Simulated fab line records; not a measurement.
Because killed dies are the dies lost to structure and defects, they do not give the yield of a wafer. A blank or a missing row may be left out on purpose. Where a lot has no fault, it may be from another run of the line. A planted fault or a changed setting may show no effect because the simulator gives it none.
The tool behind it: which one? | flow nand_harc | Sampling: 13 lots, 39 wafers, 5 of 1302 route steps

== WHAT EACH GAUGE READ, for each wafer ==
NHARC_END_SORT_01.
lot  | measured     | on        | defect_limited_yield (%) | killed_at_array | killed_at_other | killed_at_periphery | killed_dies | killed_open | killed_short
L362 | day 29 03:38 | prober-02 | 93                       | 42              | 0               | 5                   | 47          | 2           | 3
L363 | day 29 19:15 | prober-01 | 92 93 94                 | 50 44 35        | 0 0 0           | 2 3 3               | 52 47 38    | 2 2 2       | 1 1 1
L365 | day 30 02:55 | prober-02 | 90 87 87                 | 69 87 87        | 0 2 1           | 2 1 2               | 71 90 90    | 2 2 5       | 1 5 4
L366 | day 30 03:07 | prober-01 | 90 90 89                 | 68 70 72        | 0 0 0           | 1 1 3               | 69 71 75    | 2 4 0       | 4 1 3

== WHICH TOOL RAN EACH LOT (tool, then ch and the chambers of the sampled wafers, then the start) ==
lot  | NHARC_A_M0_DEP_32               | NHARC_A_M1_ETCH_28                 | NHARC_A_M1_DEGAS_29          | NHARC_A_M1_ANNEAL_31
L352 | pecvd-01 ch 1,2, day 22 19:47   | rie_diel-10 ch 0,1,3, day 22 21:43 | pvd_sputter-01, day 22 22:07 | rtp_anneal-01 ch 0, day 22 22:50
L351 | pecvd-02 ch 0,1, day 23 08:13   | rie_diel-06 ch 0,2,3, day 23 10:07 | pvd_sputter-03, day 23 10:31 | rtp_anneal-02 ch 0, day 23 11:18
L355 | pecvd-02 ch 0,1,2, day 24 14:10 | rie_diel-06 ch 0,2, day 24 16:04   | pvd_sputter-02, day 24 16:28 | rtp_anneal-01 ch 0, day 24 17:14
L361 | pecvd-01 ch 0,2, day 26 19:26   | rie_diel-06 ch 2,3, day 26 21:25   | pvd_sputter-01, day 26 21:50 | rtp_anneal-02 ch 0, day 26 22:40
L362 | pecvd-03 ch 0,2, day 27 10:28   | rie_diel-10 ch 0,1,2, day 27 12:26 | pvd_sputter-02, day 27 12:50 | rtp_anneal-01 ch 0, day 27 13:40
L363 | pecvd-02 ch 0,2, day 28 06:35   | rie_diel-06 ch 1,2, day 28 08:32   | pvd_sputter-03, day 28 08:55 | rtp_anneal-01 ch 0, day 28 09:43
L365 | pecvd-01 ch 0,1,2, day 28 08:05 | rie_diel-09 ch 1,2,3, day 28 10:08 | pvd_sputter-01, day 28 10:32 | rtp_anneal-01 ch 0, day 28 11:19
L366 | pecvd-01 ch 0,1,2, day 28 09:46 | rie_diel-09 ch 0,1,3, day 28 11:41 | pvd_sputter-03, day 28 12:05 | rtp_anneal-01 ch 0, day 28 12:53
L368 | pecvd-02 ch 0,1, day 28 23:24   | rie_diel-10 ch 0,1,3, day 29 01:22 | pvd_sputter-02, day 29 01:46 | rtp_anneal-01 ch 0, day 29 02:33
L369 | pecvd-01 ch 0,1,2, day 30 06:14 | rie_diel-10 ch 1,3, day 30 08:07   | pvd_sputter-01, day 30 08:31 | rtp_anneal-02 ch 0, day 30 09:20
L371 | pecvd-02 ch 0,1,2, day 31 07:22 | rie_diel-09 ch 1,2,3, day 31 09:31 | pvd_sputter-02, day 31 09:55 | rtp_anneal-02 ch 0, day 31 10:40
L373 | pecvd-01 ch 1,2, day 31 11:46   | rie_diel-09 ch 1,3, day 31 14:20   | pvd_sputter-01, day 31 14:44 | rtp_anneal-01 ch 0, day 31 15:33
L374 | pecvd-03 ch 0,1,2, day 32 17:08 | rie_diel-06 ch 2,3, day 32 19:13   | pvd_sputter-03, day 32 19:36 | rtp_anneal-01 ch 0, day 32 20:31
- NHARC_A_M0_DEP_32: deposits SiCN, target thk 30 nm.
- NHARC_A_M1_ETCH_28: etches the open film in CF4/N2, target depth 30 nm, time 72.99 s.
- NHARC_A_M1_DEGAS_29: time 60 s.
- NHARC_A_M1_ANNEAL_31: time 90 s.

== WHAT THE TOOLS THEMSELVES READ (means of the sampled wafers that have a number; where no wafer has one, the mark that the record gives instead) ==
NHARC_A_M0_DEP_32.
lot  | tool     | heater_power_outer_w (W) | heater_power_w (W)
L352 | pecvd-01 | 304                      | 541
L351 | pecvd-02 | 227                      | 464
L355 | pecvd-02 | 226                      | 451
L361 | pecvd-01 | 314                      | 580
L362 | pecvd-03 | 354                      | 605
L363 | pecvd-02 | 248                      | 482
L365 | pecvd-01 | 270                      | 515
L366 | pecvd-01 | 306                      | 560
L368 | pecvd-02 | 205                      | 443
L369 | pecvd-01 | 259                      | 492
L371 | pecvd-02 | 225                      | 444
L373 | pecvd-01 | 277                      | 503
L374 | pecvd-03 | 339                      | 599

NHARC_A_M1_ETCH_28.
lot  | tool        | drypump_motor_current_A (A) | oes_product_au (a.u.) | rf_vpp_V (V) | run_length_s (s) | showerhead_plenum_p_Torr (Torr) | throttle_valve_pct (%)
L352 | rie_diel-10 | 5.6                         | 1.004                 | 313.7        | 94.0             | 2.61                            | 19.798
L351 | rie_diel-06 | 5.5                         | 0.989                 | 314.7        | 94.3             | 2.65                            | 19.794
L355 | rie_diel-06 | 5.5                         | 0.992                 | 315.4        | 94.6             | 2.64                            | 19.798
L361 | rie_diel-06 | 5.9                         | 1.001                 | 314.7        | 78.9             | 2.69                            | 19.790
L362 | rie_diel-10 | 5.8                         | 1.002                 | 314.3        | 94.4             | 2.60                            | 19.791
L363 | rie_diel-06 | 6.0                         | 0.997                 | 314.9        | 78.0             | 2.67                            | 19.801
L365 | rie_diel-09 | 6.3                         | 0.992                 | 314.9        | 94.2             | 2.73                            | 19.791
L366 | rie_diel-09 | 6.3                         | 0.994                 | 315.9        | 94.3             | 2.67                            | 19.791
L368 | rie_diel-10 | 5.6                         | 1.005                 | 313.7        | 94.2             | 2.60                            | 19.815
L369 | rie_diel-10 | 5.1                         | 1.006                 | 312.8        | 94.2             | 2.51                            | 19.793
L371 | rie_diel-09 | 6.2                         | 1.004                 | 316.4        | 94.4             | 2.73                            | 19.803
L373 | rie_diel-09 | 6.3                         | 1.003                 | 315.6        | 94.0             | 2.72                            | 19.793
L374 | rie_diel-06 | 5.9                         | 0.994                 | 315.4        | 94.5             | 2.68                            | 19.799

NHARC_A_M1_DEGAS_29.
lot  | tool           | heater_power_w (W)
L352 | pvd_sputter-01 | 351
L351 | pvd_sputter-03 | 322
L355 | pvd_sputter-02 | 336
L361 | pvd_sputter-01 | 355
L362 | pvd_sputter-02 | 353
L363 | pvd_sputter-03 | 322
L365 | pvd_sputter-01 | 350
L366 | pvd_sputter-03 | 314
L368 | pvd_sputter-02 | 312
L369 | pvd_sputter-01 | 347
L371 | pvd_sputter-02 | 301
L373 | pvd_sputter-01 | 326
L374 | pvd_sputter-03 | 327

NHARC_A_M1_ANNEAL_31.
lot  | tool          | wafer_temp_C_max
L352 | rtp_anneal-01 | 225.9
L351 | rtp_anneal-02 | 226.6
L355 | rtp_anneal-01 | 226.1
L361 | rtp_anneal-02 | 226.5
L362 | rtp_anneal-01 | 226.0
L363 | rtp_anneal-01 | 225.9
L365 | rtp_anneal-01 | 225.9
L366 | rtp_anneal-01 | 225.7
L368 | rtp_anneal-01 | 225.8
L369 | rtp_anneal-02 | 226.3
L371 | rtp_anneal-02 | 226.6
L373 | rtp_anneal-01 | 225.7
L374 | rtp_anneal-01 | 225.8

== THE ANSWER, worked out from the rows above alone ==
Rule: the lots themselves supply what counts as usual. Put in order of their means at a reading, lots are off if they are a third of the lots or fewer, leave a main group of 4 or more, and stand apart from it by a gap of 3 or more times the standard deviation of the main group's means; of several such gaps the widest counts. If all means in a main group match to the digits the tables above print for the reading, that group is not used. Also off: a lot with no number at a reading for which 4 or more lots have one. Where the step has rows for the other lots, those lots are counted as sound. After the gauges, taken in route order, come the tools' own readings; for these a lot's mean is taken, as printed above. At the first step where some lot is off, the reading lying furthest off is the one used; lots without a number count as furthest.
Off at NHARC_A_M1_ETCH_28 (run_length_s): L361, L363. Main group: mean 94.3 s, sd 0.18.
A tool fits if, at that step or a process step before it, it ran every lot that is off, and no sound lot after the first of them. Not one of the candidates tried fits.

== WHAT THE SIMULATOR HAD PUT IN ==
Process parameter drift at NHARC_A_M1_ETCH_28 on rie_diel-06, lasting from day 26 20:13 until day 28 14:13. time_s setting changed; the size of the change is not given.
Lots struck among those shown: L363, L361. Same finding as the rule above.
